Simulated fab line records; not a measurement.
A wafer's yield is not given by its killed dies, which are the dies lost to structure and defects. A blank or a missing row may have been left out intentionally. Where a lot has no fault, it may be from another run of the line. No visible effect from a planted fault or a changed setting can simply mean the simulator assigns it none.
What tool caused it? / flow nandHarc / 11 lots, 33 wafers sampled, at 5 steps of a route of 1302

== WHAT THE GAUGES SHOWED, per wafer ==
The record holds no reading of a measuring or inspecting step that can be judged against a usual standard deviation.

== WHAT TOOL EACH LOT RAN ON (gives the tool, then ch and the chambers of the sampled wafers, and finally the start) ==
lot=L302; NHARC_P_GATE_STRIP_112=plasmaAsher-02 ch 0,1, day 5 20:14; NHARC_P_GATE_RTA_80=rtpAnneal-02 ch 0, day 5 23:47; NHARC_P_CONTACT_CVD_23=cvdW-02 ch 0,1, day 6 04:24; NHARC_P_CONTACT_CMP_24=cmp-02 ch 2,3, day 6 04:52; NHARC_P_M0_DESCUM_14=rieDiel-08 ch 1,2, day 6 06:22
lot=L304; NHARC_P_GATE_STRIP_112=plasmaAsher-01 ch 0,1, day 6 11:05; NHARC_P_GATE_RTA_80=rtpAnneal-02 ch 0, day 6 14:32; NHARC_P_CONTACT_CVD_23=cvdW-02 ch 0,1, day 6 19:07; NHARC_P_CONTACT_CMP_24=cmp-03 ch 0,3, day 6 19:35; NHARC_P_M0_DESCUM_14=rieDiel-08 ch 1,2,3, day 6 21:06
lot=L305; NHARC_P_GATE_STRIP_112=plasmaAsher-02 ch 0,1, day 7 00:20; NHARC_P_GATE_RTA_80=rtpAnneal-02 ch 0, day 7 04:10; NHARC_P_CONTACT_CVD_23=cvdW-02 ch 0,1, day 7 08:38; NHARC_P_CONTACT_CMP_24=cmp-01 ch 0,1,2, day 7 09:17; NHARC_P_M0_DESCUM_14=rieDiel-08 ch 1,2,3, day 7 10:47
lot=L306; NHARC_P_GATE_STRIP_112=plasmaAsher-01 ch 0,1, day 7 03:02; NHARC_P_GATE_RTA_80=rtpAnneal-01 ch 0, day 7 06:30; NHARC_P_CONTACT_CVD_23=cvdW-02 ch 0,1, day 7 11:07; NHARC_P_CONTACT_CMP_24=cmp-01 ch 0,3, day 7 11:45; NHARC_P_M0_DESCUM_14=rieDiel-08 ch 2,3, day 7 13:14
lot=L307; NHARC_P_GATE_STRIP_112=plasmaAsher-02 ch 0,1, day 7 18:18; NHARC_P_GATE_RTA_80=rtpAnneal-01 ch 0, day 7 21:57; NHARC_P_CONTACT_CVD_23=cvdW-01 ch 0,1, day 8 02:25; NHARC_P_CONTACT_CMP_24=cmp-01 ch 2,3, day 8 03:05; NHARC_P_M0_DESCUM_14=rieDiel-04 ch 0,2,3, day 8 04:34
lot=L310; NHARC_P_GATE_STRIP_112=plasmaAsher-02 ch 0,1, day 9 01:13; NHARC_P_GATE_RTA_80=rtpAnneal-01 ch 0, day 9 05:15; NHARC_P_CONTACT_CVD_23=cvdW-02 ch 0,1, day 9 10:20; NHARC_P_CONTACT_CMP_24=cmp-02 ch 0,2, day 9 10:54; NHARC_P_M0_DESCUM_14=rieDiel-04 ch 0,1,2, day 9 12:34
lot=L311; NHARC_P_GATE_STRIP_112=plasmaAsher-02 ch 0,1, day 9 05:35; NHARC_P_GATE_RTA_80=rtpAnneal-01 ch 0, day 9 09:02; NHARC_P_CONTACT_CVD_23=cvdW-01 ch 0,1, day 9 13:33; NHARC_P_CONTACT_CMP_24=cmp-02 ch 0,1,3, day 9 15:18; NHARC_P_M0_DESCUM_14=rieDiel-05 ch 0,1,2, day 9 17:05
lot=L312; NHARC_P_GATE_STRIP_112=plasmaAsher-01 ch 0,1, day 10 01:46; NHARC_P_GATE_RTA_80=rtpAnneal-02 ch 0, day 10 05:21; NHARC_P_CONTACT_CVD_23=cvdW-02 ch 0,1, day 10 09:49; NHARC_P_CONTACT_CMP_24=cmp-02 ch 0,1,3, day 10 11:20; NHARC_P_M0_DESCUM_14=rieDiel-04 ch 0,1,3, day 10 12:42
lot=L313; NHARC_P_GATE_STRIP_112=plasmaAsher-02 ch 0,1, day 10 06:23; NHARC_P_GATE_RTA_80=rtpAnneal-01 ch 0, day 10 09:59; NHARC_P_CONTACT_CVD_23=cvdW-02 ch 0,1, day 10 14:31; NHARC_P_CONTACT_CMP_24=cmp-03 ch 0,3, day 10 15:12; NHARC_P_M0_DESCUM_14=rieDiel-08 ch 0,3, day 10 16:40
lot=L317; NHARC_P_GATE_STRIP_112=plasmaAsher-01 ch 0,1, day 11 18:53; NHARC_P_GATE_RTA_80=rtpAnneal-01 ch 0, day 11 22:29; NHARC_P_CONTACT_CVD_23=cvdW-02 ch 0,1, day 12 02:58; NHARC_P_CONTACT_CMP_24=cmp-02 ch 0,2,3, day 12 03:36; NHARC_P_M0_DESCUM_14=rieDiel-08 ch 0,1,3, day 12 05:09
lot=L318; NHARC_P_GATE_STRIP_112=plasmaAsher-02 ch 0,1, day 12 12:33; NHARC_P_GATE_RTA_80=rtpAnneal-02 ch 0, day 12 16:05; NHARC_P_CONTACT_CVD_23=cvdW-02 ch 0,1, day 12 20:53; NHARC_P_CONTACT_CMP_24=cmp-03 ch 2,3, day 12 21:20; NHARC_P_M0_DESCUM_14=rieDiel-08 ch 0,3, day 12 22:50
- NHARC_P_GATE_STRIP_112: strips in N2/H2, time 200 s.
- NHARC_P_GATE_RTA_80: time 30 s.
- NHARC_P_CONTACT_CVD_23: deposits W, target thk 200 nm, time 557 s.
- NHARC_P_CONTACT_CMP_24: polishes, t overpolish 30 s, target thk 200 nm.
- NHARC_P_M0_DESCUM_14: chemistry O2, time 3 s.

== WHAT THE TOOLS THEMSELVES READ (means of the sampled wafers that have a number; where no wafer has one, the mark that the record gives instead) ==
NHARC_P_GATE_STRIP_112. Usual: drypumpMotorCurrentA 6.0 A, standard deviation 0.36; heaterPowerW 86 W, standard deviation 7.4.
lot=L302; tool=plasmaAsher-02; drypumpMotorCurrentA (A)=5.8; heaterPowerW (W)=92; flag=
lot=L304; tool=plasmaAsher-01; drypumpMotorCurrentA (A)=5.9; heaterPowerW (W)=85; flag=
lot=L305; tool=plasmaAsher-02; drypumpMotorCurrentA (A)=6.0; heaterPowerW (W)=89; flag=
lot=L306; tool=plasmaAsher-01; drypumpMotorCurrentA (A)=6.2; heaterPowerW (W)=81; flag=
lot=L307; tool=plasmaAsher-02; drypumpMotorCurrentA (A)=6.0; heaterPowerW (W)=88; flag=
lot=L310; tool=plasmaAsher-02; drypumpMotorCurrentA (A)=6.0; heaterPowerW (W)=86; flag=
lot=L311; tool=plasmaAsher-02; drypumpMotorCurrentA (A)=6.0; heaterPowerW (W)=88; flag=
lot=L312; tool=plasmaAsher-01; drypumpMotorCurrentA (A)=5.9; heaterPowerW (W)=84; flag=
lot=L313; tool=plasmaAsher-02; drypumpMotorCurrentA (A)=6.0; heaterPowerW (W)=87; flag=
lot=L317; tool=plasmaAsher-01; drypumpMotorCurrentA (A)=6.2; heaterPowerW (W)=80; flag=
lot=L318; tool=plasmaAsher-02; drypumpMotorCurrentA (A)=6.0; heaterPowerW (W)=86; flag=

NHARC_P_GATE_RTA_80. Usual: lampPowerPct 2.012 %, standard deviation 0.017; lamp_zone_7_pct 2.111 %, standard deviation 0.018; wafer_temp_C_max 301.3, standard deviation 0.31.
lot=L302; tool=rtpAnneal-02; lampPowerPct (%)=2.030; lamp_zone_7_pct (%)=2.132; wafer_temp_C_max=301.3; flag=
lot=L304; tool=rtpAnneal-02; lampPowerPct (%)=2.032; lamp_zone_7_pct (%)=2.131; wafer_temp_C_max=301.7; flag=
lot=L305; tool=rtpAnneal-02; lampPowerPct (%)=2.033; lamp_zone_7_pct (%)=2.131; wafer_temp_C_max=301.3; flag=
lot=L306; tool=rtpAnneal-01; lampPowerPct (%)=1.996; lamp_zone_7_pct (%)=2.094; wafer_temp_C_max=301.0; flag=
lot=L307; tool=rtpAnneal-01; lampPowerPct (%)=2.000; lamp_zone_7_pct (%)=2.100; wafer_temp_C_max=301.5; flag=
lot=L310; tool=rtpAnneal-01; lampPowerPct (%)=1.999; lamp_zone_7_pct (%)=2.097; wafer_temp_C_max=300.9; flag=
lot=L311; tool=rtpAnneal-01; lampPowerPct (%)=1.997; lamp_zone_7_pct (%)=2.094; wafer_temp_C_max=301.4; flag=
lot=L312; tool=rtpAnneal-02; lampPowerPct (%)=2.043; lamp_zone_7_pct (%)=2.144; wafer_temp_C_max=301.4; flag=
lot=L313; tool=rtpAnneal-01; lampPowerPct (%)=1.996; lamp_zone_7_pct (%)=2.095; wafer_temp_C_max=301.1; flag=
lot=L317; tool=rtpAnneal-01; lampPowerPct (%)=1.997; lamp_zone_7_pct (%)=2.094; wafer_temp_C_max=301.2; flag=
lot=L318; tool=rtpAnneal-02; lampPowerPct (%)=2.033; lamp_zone_7_pct (%)=2.133; wafer_temp_C_max=301.5; flag=

NHARC_P_CONTACT_CVD_23. Usual: chamberPressureTorr 39.99 Torr, standard deviation 0.088; heaterPowerOuterW 281 W, standard deviation 14; heaterPowerW 486 W, standard deviation 28; throttleValvePct 8.04 %, standard deviation 0.22.
lot=L302; tool=cvdW-02; chamberPressureTorr (Torr)=40.11; heaterPowerOuterW (W)=282; heaterPowerW (W)=485; throttleValvePct (%)=7.93; flag=
lot=L304; tool=cvdW-02; chamberPressureTorr (Torr)=40.07; heaterPowerOuterW (W)=282; heaterPowerW (W)=495; throttleValvePct (%)=8.09; flag=
lot=L305; tool=cvdW-02; chamberPressureTorr (Torr)=39.97; heaterPowerOuterW (W)=290; heaterPowerW (W)=497; throttleValvePct (%)=8.07; flag=
lot=L306; tool=cvdW-02; chamberPressureTorr (Torr)=40.01; heaterPowerOuterW (W)=281; heaterPowerW (W)=484; throttleValvePct (%)=8.05; flag=
lot=L307; tool=cvdW-01; chamberPressureTorr (Torr)=39.95; heaterPowerOuterW (W)=268; heaterPowerW (W)=463; throttleValvePct (%)=7.87; flag=
lot=L310; tool=cvdW-02; chamberPressureTorr (Torr)=39.97; heaterPowerOuterW (W)=281; heaterPowerW (W)=475; throttleValvePct (%)=8.01; flag=
lot=L311; tool=cvdW-01; chamberPressureTorr (Torr)=40.00; heaterPowerOuterW (W)=282; heaterPowerW (W)=480; throttleValvePct (%)=7.93; flag=
lot=L312; tool=cvdW-02; chamberPressureTorr (Torr)=40.04; heaterPowerOuterW (W)=280; heaterPowerW (W)=485; throttleValvePct (%)=8.04; flag=
lot=L313; tool=cvdW-02; chamberPressureTorr (Torr)=39.99; heaterPowerOuterW (W)=285; heaterPowerW (W)=512; throttleValvePct (%)=8.09; flag=
lot=L317; tool=cvdW-02; chamberPressureTorr (Torr)=40.05; heaterPowerOuterW (W)=292; heaterPowerW (W)=500; throttleValvePct (%)=8.35; flag=
lot=L318; tool=cvdW-02; chamberPressureTorr (Torr)=39.96; heaterPowerOuterW (W)=288; heaterPowerW (W)=489; throttleValvePct (%)=8.04; flag=

NHARC_P_CONTACT_CMP_24. Usual: motorCurrentA 11.5 A, standard deviation 1.3; overpolishRunS 30.001 s, standard deviation 0.0087; timeToEndpointS 40 s, standard deviation 3.
lot=L302; tool=cmp-02; motorCurrentA (A)=13.7; overpolishRunS (s)=30.004; timeToEndpointS (s)=40; flag=
lot=L304; tool=cmp-03; motorCurrentA (A)=11.4; overpolishRunS (s)=30.003; timeToEndpointS (s)=42; flag=
lot=L305; tool=cmp-01; motorCurrentA (A)=11.2; overpolishRunS (s)=30.000; timeToEndpointS (s)=42; flag=
lot=L306; tool=cmp-01; motorCurrentA (A)=12.1; overpolishRunS (s)=30.007; timeToEndpointS (s)=42; flag=
lot=L307; tool=cmp-01; motorCurrentA (A)=10.9; overpolishRunS (s)=30.002; timeToEndpointS (s)=42; flag=
lot=L310; tool=cmp-02; motorCurrentA (A)=14.0; overpolishRunS (s)=30.003; timeToEndpointS (s)=39; flag=
lot=L311; tool=cmp-02; motorCurrentA (A)=10.7; overpolishRunS (s)=30.010; timeToEndpointS (s)=75; flag=OFF
lot=L312; tool=cmp-02; motorCurrentA (A)=10.8; overpolishRunS (s)=30.005; timeToEndpointS (s)=71; flag=OFF
lot=L313; tool=cmp-03; motorCurrentA (A)=11.1; overpolishRunS (s)=29.995; timeToEndpointS (s)=38; flag=
lot=L317; tool=cmp-02; motorCurrentA (A)=13.0; overpolishRunS (s)=30.006; timeToEndpointS (s)=35; flag=
lot=L318; tool=cmp-03; motorCurrentA (A)=11.1; overpolishRunS (s)=30.001; timeToEndpointS (s)=42; flag=

NHARC_P_M0_DESCUM_14. Usual: drypumpMotorCurrentA 5.8 A, standard deviation 0.31; oesProductAu 1.002 a.u., standard deviation 0.01; rfVppV 57.6 V, standard deviation 0.91; showerheadPlenumPTorr 1.89 Torr, standard deviation 0.097; throttleValvePct 11.311 %, standard deviation 0.0097.
lot=L302; tool=rieDiel-08; drypumpMotorCurrentA (A)=6.2; oesProductAu (a.u.)=1.001; rfVppV (V)=57.3; showerheadPlenumPTorr (Torr)=1.79; throttleValvePct (%)=11.312; flag=
lot=L304; tool=rieDiel-08; drypumpMotorCurrentA (A)=5.8; oesProductAu (a.u.)=1.009; rfVppV (V)=56.4; showerheadPlenumPTorr (Torr)=1.84; throttleValvePct (%)=11.303; flag=
lot=L305; tool=rieDiel-08; drypumpMotorCurrentA (A)=5.8; oesProductAu (a.u.)=1.006; rfVppV (V)=57.5; showerheadPlenumPTorr (Torr)=1.83; throttleValvePct (%)=11.314; flag=
lot=L306; tool=rieDiel-08; drypumpMotorCurrentA (A)=5.4; oesProductAu (a.u.)=1.001; rfVppV (V)=57.6; showerheadPlenumPTorr (Torr)=1.89; throttleValvePct (%)=11.302; flag=
lot=L307; tool=rieDiel-04; drypumpMotorCurrentA (A)=5.8; oesProductAu (a.u.)=0.998; rfVppV (V)=58.3; showerheadPlenumPTorr (Torr)=1.94; throttleValvePct (%)=11.313; flag=
lot=L310; tool=rieDiel-04; drypumpMotorCurrentA (A)=5.8; oesProductAu (a.u.)=1.001; rfVppV (V)=56.7; showerheadPlenumPTorr (Torr)=1.88; throttleValvePct (%)=11.318; flag=
lot=L311; tool=rieDiel-05; drypumpMotorCurrentA (A)=5.8; oesProductAu (a.u.)=1.005; rfVppV (V)=57.1; showerheadPlenumPTorr (Torr)=1.81; throttleValvePct (%)=11.324; flag=
lot=L312; tool=rieDiel-04; drypumpMotorCurrentA (A)=5.7; oesProductAu (a.u.)=1.001; rfVppV (V)=57.8; showerheadPlenumPTorr (Torr)=1.90; throttleValvePct (%)=11.311; flag=
lot=L313; tool=rieDiel-08; drypumpMotorCurrentA (A)=5.4; oesProductAu (a.u.)=1.006; rfVppV (V)=57.5; showerheadPlenumPTorr (Torr)=1.92; throttleValvePct (%)=11.304; flag=
lot=L317; tool=rieDiel-08; drypumpMotorCurrentA (A)=5.8; oesProductAu (a.u.)=1.007; rfVppV (V)=58.5; showerheadPlenumPTorr (Torr)=1.96; throttleValvePct (%)=11.315; flag=
lot=L318; tool=rieDiel-08; drypumpMotorCurrentA (A)=5.4; oesProductAu (a.u.)=1.006; rfVppV (V)=57.5; showerheadPlenumPTorr (Torr)=1.92; throttleValvePct (%)=11.320; flag=

== THE ANSWER, worked out from the rows above alone ==
Rule: take the mean of a lot's wafers that have a number; if it is more than 3 standard deviations from the usual mean, the lot is off. Also off: a lot with no number at a reading for which 4 or more lots have one. The other lots that the step has rows for count as sound. After the gauges, taken in route order, come the tools' own readings; for these a lot's mean is taken, as printed above. At the first step where some lot is off, the reading lying furthest off is the one used; lots without a number count as furthest.
Off, at NHARC_P_CONTACT_CMP_24 on timeToEndpointS: L311, L312.
A tool fits if, at that step or a process step before it, it ran every lot that is off, and no sound lot after the first of them. None of those tried fits.

== WHAT THE SIMULATOR HAD INSERTED ==
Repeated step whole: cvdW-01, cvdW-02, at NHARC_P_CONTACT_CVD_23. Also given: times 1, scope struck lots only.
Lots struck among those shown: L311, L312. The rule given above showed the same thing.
